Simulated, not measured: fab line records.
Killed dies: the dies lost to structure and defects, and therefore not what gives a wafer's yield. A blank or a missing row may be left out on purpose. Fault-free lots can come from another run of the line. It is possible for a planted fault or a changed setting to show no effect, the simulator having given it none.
fab line records	flow n5Finfet
record: lots: 6	wafers: 18	lastDay: 17
route steps=1938 shown BEOL_M6@1228 PASSIVATION@1936
lots that met no fault: taken from a fault-free run of the same line
startH: hours from the record's opening day to when the first of the lot's shown wafers began	waitH: hours from the lot's prior step to this one	" as in the row above	L1.1+2: a row that stands for several wafers	- value missing, or start not given	* or withheld: withheld	< > ~ a bound
route shown NAME@n: names a module that has steps shown in the file, with the first one's number in the route	usual: average and standard deviation across the fault-free wafers	same: alike in all rows	chamber/n: place in a boat	sites: per-site readings	_std_site: standard deviation of those values	_edge_site: inner sites' mean taken away from outer sites' mean	radiusMm: for every site, how far away it sits from the centre of the wafer	mask NAME#n: copy n	behind: the last tool/chamber to shape the wafer	hold: what put the lot on hold/how long, in hours/how the hold closed	device: the transistor (n, p or np) that didn't switch	end of line: the same wafers' tests at the end of the route	a step without rows: its recipe alone	killed: count of dies lost to structure and defects at first sort (not the wafer's yield)	map: dies across one wafer; x = killed, . = not, _ = none there
set.NAME: the setting as run; set.NAME@STEP: as run at that earlier step	model.NAME: the simulator's own value behind a step, which no gauge read
lots at selected steps of the route; one table per step, one row per wafer
services: from which hour (startH, from the record's first day; less than 0 if before it) a tool's chamber was out of use, for how many hours, and why
== steps ==
step: N5_BEOL_M6_OVL_MEAS_29
recipe: pointsPerWafer: 522
usual: V5_OVL: 0.4/0.6
lot.wafer	tool	chamber	startH	waitH	V5_OVL[nm]
L753.2	overlay-01	0	200.86	0.0	-0.6
L753.5	"	0	"	"	0.5
L753.6	"	0	"	"	0.9
L761.1	overlay-02	0	257.58	0.0	1.5
L761.2	"	0	"	"	0.7
L761.4	"	0	"	"	0.6
L763.1	overlay-01	0	277.46	0.0	-0.5
L763.5	"	0	"	"	0.7
L763.6	"	0	"	"	0.6
L769.4	overlay-01	0	301.84	0.0	-0.1
L769.5	"	0	"	"	0.5
L769.6	"	0	"	"	1.1
L768.4	overlay-01	0	304.58	0.0	1.0
L768.5	"	0	"	"	0.2
L768.6	"	0	"	"	0.5
L773.2	overlay-02	0	315.07	0.0	0.0
L773.4	"	0	"	"	0.0
L773.5	"	0	"	"	-0.6
step: N5_BEOL_M6_INSPECT_30
recipe: mode: adi	inspectInstrument: brightfield
usual: rawDefectCount: 413/92
lot.wafer	tool	chamber	startH	waitH	rawDefectCount
L753.2	defectInspect-01	-	200.92	0.0	584
L753.5	"	-	"	"	437
L753.6	"	-	"	"	566
L761.1	defectInspect-01	-	257.64	0.1	380
L761.2	"	-	"	"	425
L761.4	"	-	"	"	463
L763.1	defectInspect-02	-	277.52	0.1	432
L763.5	"	-	"	"	394
L763.6	"	-	"	"	357
L769.4	defectInspect-02	-	301.88	0.0	352
L769.5	"	-	"	"	334
L769.6	"	-	"	"	364
L768.4	defectInspect-02	-	304.62	0.0	456
L768.5	"	-	"	"	553
L768.6	"	-	"	"	438
L773.2	defectInspect-02	-	315.12	0.0	258
L773.4	"	-	"	"	363
L773.5	"	-	"	"	221
step: N5_BEOL_M6_DESCUM_33
recipe: chemistry: O2	timeS: 7	sourcePowerW: 50	biasPowerW: 20	pressureMtorr: 20	rfFrequencyHz: 2.712e+07	tempC: 40	resist: CAR-EUV	o2FlowSccm: 225
step: N5_BEOL_M6_ETCH_72
recipe: chemistry: N2/H2	target: underlayer	targetDepthA: 65	maskMaterial: CAR-EUV	timeS: 5.2	ionEnergyEv: 200	pressureMtorr: 30	sourceW: 840	biasW: 150	n2FlowSccm: 200	h2FlowSccm: 200	ends: cleared
step: N5_BEOL_M6_ETCH_65
recipe: chemistry: CF4	target: SiARC	targetDepthA: 156	maskMaterial: CAR-EUV	timeS: 26	ionEnergyEv: 80	pressureMtorr: 40	sourceW: 545	biasW: 36	Ar_flow_sccm: 100	cf4FlowSccm: 100	ends: cleared
usual: biasW: 36.00/0.11	drypumpMotorCurrentA: 5.8/0.53	etchRfOnTimeS: 26.1/0.64	oesProductAu: 0.69/0.043	rfVppV: 184.3/1.2	showerheadPlenumPTorr: 2.16/0.075	throttleValvePct: 15.67/0.19
lot.wafer	tool	chamber	startH	waitH	biasW	drypumpMotorCurrentA	etchRfOnTimeS	oesProductAu	rfHoursCounterH	rfVppV	showerheadPlenumPTorr	throttleValvePct
L753.2	rieDiel-06	3	201.00	0.0	36.01	6.8	25.3	0.76	50	186.1	2.26	15.51
L753.5	"	1	"	"	36.21	5.7	25.0	0.75	-	184.5	2.18	15.61
L753.6	"	2	"	"	36.02	5.1	26.0	0.62	-	183.9	2.04	15.76
L761.1	rieDiel-01	2	257.85	0.0	35.76	6.3	27.0	0.70	64	183.6	2.17	15.75
L761.2	"	0	"	"	35.83	5.2	25.9	0.69	112	184.5	2.17	15.44
L761.4	"	1	"	"	36.19	6.0	25.9	0.71	101	184.2	2.07	15.95
L763.1	rieDiel-01	3	277.61	0.0	36.02	5.5	26.3	0.66	129	184.9	2.15	15.87
L763.5	"	3	"	"	36.02	5.5	26.4	0.65	-	184.5	2.15	15.87
L763.6	"	2	"	"	36.01	6.3	26.2	0.70	-	184.0	2.17	15.75
L769.4	rieDiel-01	2	301.96	0.0	35.91	6.3	26.7	0.69	78	184.1	2.17	15.78
L769.5	"	3	"	"	36.09	5.5	26.7	0.64	-	184.1	2.15	15.88
L769.6	"	0	"	"	35.89	5.2	26.0	0.67	-	184.7	2.16	15.47
L768.4	rieDiel-06	3	304.71	0.0	36.10	6.8	25.5	0.71	85	184.4	2.24	15.58
L768.5	"	0	"	"	36.08	6.4	26.0	0.69	-	184.8	2.26	15.31
L768.6	"	1	"	"	36.07	5.7	24.9	0.73	-	184.2	2.17	15.65
L773.2	rieDiel-06	1	315.53	0.0	36.16	5.7	24.9	0.72	100	184.3	2.17	15.67
L773.4	"	3	"	"	36.00	6.8	25.4	0.71	89	185.2	2.24	15.60
L773.5	"	3	"	"	35.94	6.8	25.4	0.71	-	184.1	2.24	15.61
step: N5_BEOL_M6_ETCH_66
recipe: chemistry: N2/H2	target: SOC	targetDepthA: 800	overetchA: 160	maskMaterial: SiARC	tempC: 40	timeS: 120	ionEnergyEv: 200	pressureMtorr: 30	sourceW: 840	biasW: 150	n2FlowSccm: 200	h2FlowSccm: 200
usual: biasW: 150.0/0.41	drypumpMotorCurrentA: 5.8/0.53	oesProductAu: 0.62/0.037	rfVppV: 524.4/2.7	showerheadPlenumPTorr: 2.56/0.091	tempC: 40.00/0.12	throttleValvePct: 17.91/0.27
lot.wafer	tool	chamber	startH	waitH	biasW	drypumpMotorCurrentA	oesProductAu	rfHoursCounterH	rfVppV	showerheadPlenumPTorr	tempC	throttleValvePct
L753.2	rieDiel-06	3	201.03	0.0	150.6	6.8	0.66	50	528.5	2.69	39.94	17.80
L753.5	"	1	"	"	150.7	5.7	0.66	-	524.9	2.57	39.91	17.78
L753.6	"	2	"	"	150.8	5.1	0.56	-	519.7	2.43	40.14	17.95
L761.1	rieDiel-01	2	257.88	0.0	150.0	6.3	0.64	64	524.6	2.59	40.07	18.03
L761.2	"	0	"	"	149.8	5.2	0.61	112	522.8	2.55	39.96	17.47
L761.4	"	1	"	"	150.1	6.0	0.63	101	521.3	2.44	40.11	18.14
L763.1	rieDiel-01	3	277.64	0.0	150.0	5.5	0.59	129	525.1	2.55	40.05	18.21
L763.5	"	3	"	"	150.4	5.6	0.59	-	523.7	2.55	39.87	18.20
L763.6	"	2	"	"	150.3	6.3	0.63	-	523.6	2.58	40.09	18.03
L769.4	rieDiel-01	2	301.99	0.0	149.7	6.3	0.62	78	526.3	2.58	39.99	18.06
L769.5	"	3	"	"	149.8	5.5	0.59	-	525.2	2.54	40.25	18.23
L769.6	"	0	"	"	149.8	5.2	0.60	-	525.0	2.54	39.96	17.51
L768.4	rieDiel-06	3	304.74	0.0	149.5	6.8	0.63	85	528.8	2.68	39.85	17.83
L768.5	"	0	"	"	149.9	6.4	0.62	-	526.7	2.67	40.18	17.39
L768.6	"	1	"	"	149.6	5.7	0.63	-	524.7	2.56	39.97	17.83
L773.2	rieDiel-06	1	315.56	0.0	149.8	5.7	0.63	100	523.6	2.56	40.10	17.84
L773.4	"	3	"	"	150.0	6.8	0.62	89	529.0	2.68	40.04	17.86
L773.5	"	3	"	"	150.3	6.8	0.63	-	527.6	2.68	39.90	17.85
step: N5_BEOL_M6_STRIP_69
recipe: chemistry: N2/H2	tempC: 40	n2FlowSccm: 200	h2FlowSccm: 200	rfFrequencyHz: 6e+07
step: N5_BEOL_M6_STRIP_73
recipe: chemistry: N2/H2	tempC: 40	n2FlowSccm: 200	h2FlowSccm: 200	rfFrequencyHz: 6e+07
step: N5_BEOL_M6_VIA_ETCH_34
recipe: chemistry: C4F6/O2	target: SiCOH_lowk	targetDepthA: 1263	maskMaterial: SOC	taperDeg: 4	timeS: 50.9	ionEnergyEv: 250	pressureMtorr: 30	sourceW: 345	biasW: 185	Ar_flow_sccm: 300	C4F6_flow_sccm: 10	O2_flow_sccm: 10
usual: biasW: 185.0/0.53	drypumpMotorCurrentA: 5.8/0.53	oesProductAu: 0.80/0.05	rfVppV: 670/12	showerheadPlenumPTorr: 2.87/0.097	throttleValvePct: 21.01/0.22
lot.wafer	tool	chamber	startH	waitH	biasW	drypumpMotorCurrentA	oesProductAu	rfHoursCounterH	rfVppV	showerheadPlenumPTorr	throttleValvePct
L753.2	rieDiel-06	3	201.13	0.0	185.6	6.8	0.87	50	672	3.00	20.83
L753.5	"	1	"	"	184.8	5.7	0.87	-	661	2.90	20.94
L753.6	"	2	"	"	184.9	5.1	0.72	-	655	2.71	20.99
L761.1	rieDiel-01	2	257.98	0.0	184.7	6.3	0.84	64	690	2.89	21.07
L761.2	"	0	"	"	185.1	5.2	0.79	112	672	2.88	20.74
L761.4	"	1	"	"	185.0	6.0	0.82	101	651	2.77	21.42
L763.1	rieDiel-01	3	277.74	0.0	185.2	5.5	0.77	129	673	2.85	21.21
L763.5	"	3	"	"	185.2	5.5	0.76	-	673	2.86	21.20
L763.6	"	2	"	"	184.2	6.3	0.82	-	689	2.88	21.09
L769.4	rieDiel-01	2	302.09	0.0	184.6	6.3	0.82	78	689	2.88	21.08
L769.5	"	3	"	"	185.1	5.5	0.77	-	672	2.85	21.20
L769.6	"	0	"	"	185.3	5.2	0.79	-	675	2.87	20.76
L768.4	rieDiel-06	3	304.84	0.0	185.5	6.8	0.83	85	671	2.98	20.87
L768.5	"	0	"	"	184.5	6.4	0.80	-	663	3.00	20.55
L768.6	"	1	"	"	185.6	5.7	0.83	-	659	2.88	20.95
L773.2	rieDiel-06	1	315.66	0.0	184.1	5.7	0.83	100	662	2.88	20.97
L773.4	"	3	"	"	184.7	6.8	0.83	89	672	2.98	20.88
L773.5	"	3	"	"	185.8	6.8	0.83	-	673	2.98	20.87
step: N5_BEOL_M6_STRIP_76
recipe: chemistry: C4F6/O2	resist: SiARC	rfFrequencyHz: 6e+07
step: N5_BEOL_M6_STRIP_36
recipe: chemistry: N2/H2	powerW: 450	tempC: 40	pressureMtorr: 20	rfFrequencyHz: 6e+07	overashFraction: 0.3	biasPowerW: 7	h2Frac: 0.5	n2FlowSccm: 200	h2FlowSccm: 200
usual: drypumpMotorCurrentA: 5.8/0.54	oesProductAu: 0.81/0.052	rfVppV: 59.0/1.5	showerheadPlenumPTorr: 2.56/0.092	tempC: 40.00/0.11	throttleValvePct: 23.8/0.38
lot.wafer	tool	chamber	startH	waitH	drypumpMotorCurrentA	oesProductAu	rfHoursCounterH	rfVppV	showerheadPlenumPTorr	tempC	throttleValvePct
L753.2	rieDiel-06	3	201.18	0.0	6.7	0.89	50	57.8	2.69	39.88	23.7
L753.5	"	1	"	"	5.7	0.87	-	58.8	2.57	40.21	23.7
L753.6	"	2	"	"	5.1	0.72	-	60.3	2.43	39.83	23.7
L761.1	rieDiel-01	2	258.04	0.0	6.3	0.85	64	61.7	2.58	39.89	24.0
L761.2	"	0	"	"	5.3	0.80	112	60.1	2.55	39.85	23.2
L761.4	"	1	"	"	6.0	0.84	101	57.3	2.44	39.96	24.0
L763.1	rieDiel-01	3	277.79	0.0	5.6	0.78	129	59.2	2.54	39.93	24.4
L763.5	"	3	"	"	5.6	0.78	-	58.4	2.54	39.89	24.3
L763.6	"	2	"	"	6.3	0.82	-	58.9	2.58	39.98	24.0
L769.4	rieDiel-01	2	302.14	0.0	6.3	0.82	78	58.3	2.58	39.94	24.0
L769.5	"	3	"	"	5.6	0.77	-	58.6	2.54	39.70	24.3
L769.6	"	0	"	"	5.3	0.78	-	57.2	2.54	39.93	23.2
L768.4	rieDiel-06	3	304.89	0.0	6.8	0.85	85	58.6	2.67	40.11	23.7
L768.5	"	0	"	"	6.4	0.80	-	60.1	2.66	40.00	23.2
L768.6	"	1	"	"	5.7	0.82	-	57.0	2.56	40.11	23.7
L773.2	rieDiel-06	1	315.71	0.0	5.7	0.82	100	59.1	2.55	40.07	23.7
L773.4	"	3	"	"	6.8	0.84	89	60.4	2.67	40.10	23.7
L773.5	"	3	"	"	6.8	0.82	-	60.2	2.67	40.05	23.8
step: N5_BEOL_M6_TRENCH_ETCH_37
recipe: chemistry: C4F6/O2	targetDepthA: 944.35	target: SiCOH_lowk	timeS: 31.5	ionEnergyEv: 250	pressureMtorr: 30	sourceW: 345	biasW: 185	Ar_flow_sccm: 300	C4F6_flow_sccm: 10	O2_flow_sccm: 10
usual: biasW: 185.0/0.56	drypumpMotorCurrentA: 5.8/0.53	oesProductAu: 0.80/0.05	rfVppV: 670/12	showerheadPlenumPTorr: 2.87/0.097	throttleValvePct: 21.04/0.22
lot.wafer	tool	chamber	startH	waitH	biasW	drypumpMotorCurrentA	oesProductAu	rfHoursCounterH	rfVppV	showerheadPlenumPTorr	throttleValvePct
L753.2	rieDiel-06	3	-	-	186.2	6.8	0.88	50	672	3.00	20.85
L753.5	"	1	"	"	184.5	5.7	0.87	-	661	2.90	20.95
L753.6	"	2	"	"	185.4	5.1	0.72	-	656	2.71	21.01
L761.1	rieDiel-01	2	-	-	184.4	6.3	0.83	64	688	2.89	21.11
L761.2	"	0	"	"	185.2	5.2	0.80	112	673	2.88	20.77
L761.4	"	1	"	"	184.7	6.0	0.83	101	652	2.77	21.43
L763.1	rieDiel-01	3	-	-	185.3	5.5	0.77	129	673	2.85	21.25
L763.5	"	3	"	"	185.5	5.5	0.77	-	673	2.86	21.22
L763.6	"	2	"	"	185.2	6.3	0.82	-	690	2.88	21.12
L769.4	rieDiel-01	2	-	-	184.5	6.3	0.80	78	688	2.88	21.11
L769.5	"	3	"	"	184.3	5.5	0.75	-	674	2.85	21.25
L769.6	"	0	"	"	184.3	5.2	0.78	-	673	2.87	20.79
L768.4	rieDiel-06	3	-	-	184.6	6.7	0.83	85	673	2.98	20.91
L768.5	"	0	"	"	185.4	6.4	0.80	-	662	3.00	20.59
L768.6	"	1	"	"	185.6	5.7	0.84	-	659	2.88	21.01
L773.2	rieDiel-06	1	-	-	184.3	5.7	0.82	100	659	2.88	21.01
L773.4	"	3	"	"	185.6	6.8	0.83	89	671	2.98	20.93
L773.5	"	3	"	"	183.9	6.7	0.81	-	673	2.98	20.92
step: N5_BEOL_M6_ETCH_41
recipe: chemistry: CH3F/O2	target: SiCN	targetDepthA: 297	taperDeg: 2	timeS: 52	ionEnergyEv: 120	maskMaterial: TiN	pressureMtorr: 30	sourceW: 395	biasW: 75	Ar_flow_sccm: 150	CH3F_flow_sccm: 30	O2_flow_sccm: 20
usual: biasW: 74.98/0.24	drypumpMotorCurrentA: 5.8/0.53	oesProductAu: 0.81/0.05	rfVppV: 297.5/1.5	showerheadPlenumPTorr: 2.02/0.071	throttleValvePct: 16.40/0.21
lot.wafer	tool	chamber	startH	waitH	biasW	drypumpMotorCurrentA	oesProductAu	rfHoursCounterH	rfVppV	showerheadPlenumPTorr	throttleValvePct	model.etch.depthNm
L753.2	rieDiel-06	3	201.25	-	75.41	6.7	0.87	50	300.4	2.11	16.22	20.02
L753.5	"	1	"	"	74.97	5.7	0.87	-	297.7	2.04	16.30	19.92
L753.6	"	2	"	"	74.96	5.1	0.72	-	296.5	1.90	16.46	19.37
L761.1	rieDiel-01	2	258.11	-	74.78	6.3	0.83	64	298.0	2.03	16.41	19.62
L761.2	"	0	"	"	74.97	5.3	0.79	112	298.0	2.02	16.14	19.58
L761.4	"	1	"	"	74.64	6.0	0.82	101	296.5	1.94	16.75	19.53
L763.1	rieDiel-01	3	277.86	-	75.01	5.5	0.93	129	295.6	2.00	16.58	26.09
L763.5	"	3	"	"	75.27	5.5	0.77	-	297.0	2.00	16.57	19.6
L763.6	"	2	"	"	75.02	6.3	0.83	-	297.2	2.02	16.43	19.9
L769.4	rieDiel-01	2	302.22	-	75.13	6.3	0.97	78	297.5	2.02	16.45	25.82
L769.5	"	3	"	"	75.19	5.5	0.76	-	296.8	2.00	16.60	19.47
L769.6	"	0	"	"	75.28	5.2	0.78	-	297.0	2.02	16.14	19.45
L768.4	rieDiel-06	3	304.96	-	74.94	6.8	0.84	85	298.2	2.10	16.30	20.06
L768.5	"	0	"	"	74.90	6.4	0.79	-	298.5	2.11	15.97	19.56
L768.6	"	1	"	"	75.10	5.7	0.84	-	297.0	2.03	16.37	20.01
L773.2	rieDiel-06	1	315.78	-	74.78	5.7	0.82	100	298.8	2.03	16.37	19.85
L773.4	"	3	"	"	75.14	6.8	0.83	89	299.4	2.10	16.31	20.02
L773.5	"	3	"	"	74.93	6.8	0.82	-	299.7	2.10	16.31	20.04
step: N5_BEOL_M6_STRIP_80
recipe: chemistry: N2/H2	timeS: 10	powerW: 450	tempC: 40	pressureMtorr: 20	rfFrequencyHz: 6e+07	biasPowerW: 7	n2FlowSccm: 200	h2FlowSccm: 200
step: N5_PASSIVATION_PROBE_49
usual: defectLimitedYield: 91.2/1.4	killed_at_M0_to_M3: 32/10	killed_at_M4_up: 14/6.2	killedAtContacts: 12/6.3	killedAtFrontEnd: 42/13	killedAtOther: 4/3.4	killedDies: 104/17	killedOpen: 67/12	killedShort: 34/8.1	sort_bin_4_leakage: 0.02/0.13	sort_bin_5_function: 5.2/0.93	sort_bin_6_memory: 3.2/0.65	sort_bin_8_speed: 0.00/0.017	sortNPass: 1075/16
same: grossDies: 1180	killedAtBackSide: 0
lot.wafer	tool	chamber	startH	waitH	defectLimitedYield[%]	killed_at_M0_to_M3	killed_at_M4_up	killedAtContacts	killedAtFrontEnd	killedAtOther	killedDies	killedOpen	killedShort	sort_bin_4_leakage[%]	sort_bin_5_function[%]	sort_bin_6_memory[%]	sort_bin_8_speed[%]	sortNPass
L761.1	prober-02	-	345.73	0.0	90.4	31	12	17	52	1	113	85	27	0	5.7	3.6	0	1067
L761.2	prober-02	-	345.78	0.1	91.8	34	15	16	27	5	97	71	26	0	5.0	3.1	0	1083
L761.4	prober-02	-	345.88	0.2	91.0	41	17	17	28	3	106	65	37	0	5.3	3.0	0	1074
L763.1	prober-02	-	354.89	0.0	90.5	18	14	26	50	4	112	71	40	0	5.3	3.7	0	1068
L763.5	prober-02	-	355.09	0.2	87.5	26	15	16	89	1	147	98	48	0	7.9	4.4	0	1033
L769.4	prober-01	-	388.81	0.2	91.4	43	17	13	22	7	102	70	29	0	5.1	3.1	0	1078
L769.5	prober-01	-	388.86	0.2	89.9	41	23	12	29	14	119	71	46	0.25	5.9	3.9	0	1058
L769.6	prober-01	-	388.91	0.3	89.9	57	19	8	28	7	119	76	42	0	5.8	4.2	0	1061
L768.4	prober-01	-	393.83	0.2	90.3	48	10	13	41	2	114	72	40	0	5.8	3.5	0	1066
L768.5	prober-01	-	393.88	0.2	90.4	39	15	17	38	4	113	85	28	0	5.5	3.8	0	1067
L768.6	prober-01	-	393.93	0.3	90.6	40	3	12	54	2	111	68	40	0	5.9	2.8	0	1069
killed by level:class
L761.1 STI_FIN_REVEAL:geometricParticle:open=31 MOL_CONTACT_COAG:geometricParticle:open=14 BEOL_M0_SAQP:geometricParticle:open=10 FIN_SAQP:geometricParticle:open=5 STI_FIN_REVEAL:geometricParticle:short=5 BEOL_M2:geometricParticle:open=5 BEOL_M0_SAQP:geometricParticle:short=4 BEOL_M4:geometricParticle:open=4
L761.2 MOL_CONTACT_COAG:geometricParticle:open=11 BEOL_M3:geometricParticle:open=9 BEOL_M4:geometricParticle:open=9 FIN_SAQP:geometricParticle:open=6 BEOL_M2:geometricParticle:open=6 FIN_SAQP:geometricParticle:short=5 STI_FIN_REVEAL:geometricParticle:open=5 MOL_CONTACT_COAG:geometricParticle:short=5
L761.4 MOL_CONTACT_COAG:geometricParticle:open=15 BEOL_M0_SAQP:geometricParticle:short=9 BEOL_M0_SAQP:geometricParticle:open=9 BEOL_M4:geometricParticle:open=7 STI_FIN_REVEAL:geometricParticle:open=5 BEOL_M4:geometricParticle:short=5 BEOL_M2:geometricParticle:open=5 BEOL_M3:geometricParticle:open=5
L763.1 MOL_CONTACT_COAG:geometricParticle:open=17 STI_FIN_REVEAL:geometricParticle:open=15 FIN_SAQP:geometricParticle:short=12 BEOL_M4:geometricParticle:open=10 MOL_CONTACT_COAG:geometricParticle:short=9 FIN_SAQP:geometricParticle:open=5 BEOL_M2:geometricParticle:open=5 STARTING-WAFER:geometricParticle:open=5
L763.5 STI_FIN_REVEAL:geometricParticle:open=31 FIN_SAQP:geometricParticle:short=22 FIN_SAQP:geometricParticle:open=13 MOL_CONTACT_COAG:geometricParticle:open=13 BEOL_M0_SAQP:geometricParticle:short=8 BEOL_M0_SAQP:geometricParticle:open=7 BEOL_M4:geometricParticle:open=7 GATE_CUT:geometricParticle:short=5
L769.4 MOL_CONTACT_COAG:geometricParticle:open=12 BEOL_M1:geometricParticle:open=12 BEOL_M4:geometricParticle:open=9 BEOL_M0_SAQP:geometricParticle:short=8 BEOL_M2:geometricParticle:open=6 BEOL_M5:geometricParticle:open=5 BEOL_M3:geometricParticle:open=5 STI_FIN_REVEAL:geometricParticle:open=4
L769.5 STI_FIN_REVEAL:geometricParticle:open=8 MOL_CONTACT_COAG:geometricParticle:open=8 BEOL_M0_SAQP:geometricParticle:open=8 BEOL_M1:geometricParticle:open=7 BEOL_M2:geometricParticle:open=7 BEOL_M4:geometricParticle:open=6 BEOL_M0_SAQP:geometricParticle:short=6 MIM_BOT:geometricParticle:short=6
L769.6 BEOL_M0_SAQP:geometricParticle:short=11 BEOL_M3:geometricParticle:open=9 BEOL_M0_SAQP:geometricParticle:open=8 BEOL_M1:geometricParticle:open=8 MOL_CONTACT_COAG:geometricParticle:open=6 BEOL_M2:geometricParticle:open=6 DUMMY_GATE:geometricParticle:open=5 BEOL_M0:geometricParticle:short=5
L768.4 BEOL_M1:geometricParticle:open=13 MOL_CONTACT_COAG:geometricParticle:open=12 BEOL_M0_SAQP:geometricParticle:open=9 FIN_SAQP:geometricParticle:open=8 BEOL_M0_SAQP:geometricParticle:short=7 FIN_SAQP:geometricParticle:short=6 GATE_CUT:geometricParticle:short=6 BEOL_M1:geometricParticle:short=6
L768.5 MOL_CONTACT_COAG:geometricParticle:open=17 BEOL_M1:geometricParticle:open=13 STI_FIN_REVEAL:geometricParticle:open=11 BEOL_M3:geometricParticle:open=9 STARTING-WAFER:geometricParticle:open=7 FIN_SAQP:geometricParticle:short=6 BEOL_M0_SAQP:geometricParticle:short=5 BEOL_M4:geometricParticle:open=5
L768.6 FIN_SAQP:geometricParticle:short=16 FIN_SAQP:geometricParticle:open=15 STI_FIN_REVEAL:geometricParticle:open=13 BEOL_M1:geometricParticle:open=12 MOL_CONTACT_COAG:geometricParticle:open=9 BEOL_M0_SAQP:geometricParticle:short=7 BEOL_M1:geometricParticle:short=6 BEOL_M3:geometricParticle:open=5
== services ==
tool	chamber	startH	hours	kind
rieDiel-06	-	182.72	0.3	repair
rieDiel-06	-	314.19	0.5	repair
== key ==
firstSign: step: N5_BEOL_M6_ETCH_41	reading: oesProductAu	direction: up	sigmas: 3	usual: 0.81	struck: 0.95
effect none on later readings
modelEffect: step: N5_BEOL_M6_ETCH_41	value: etch.depthNm	without: 19.58	struck: 25.96
metAt N5_BEOL_M6_ETCH_41
struckWafers L763.1,L769.4
onsetBetween 258.11 277.86
fault: kind: processParameterDrift	tool: rieDiel-01	chamber: -	onsetH: 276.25	steps: N5_BEOL_M6_ETCH_41	channel: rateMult	offset: 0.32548	shape: step	endH: 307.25	scope: struckWafersOnly
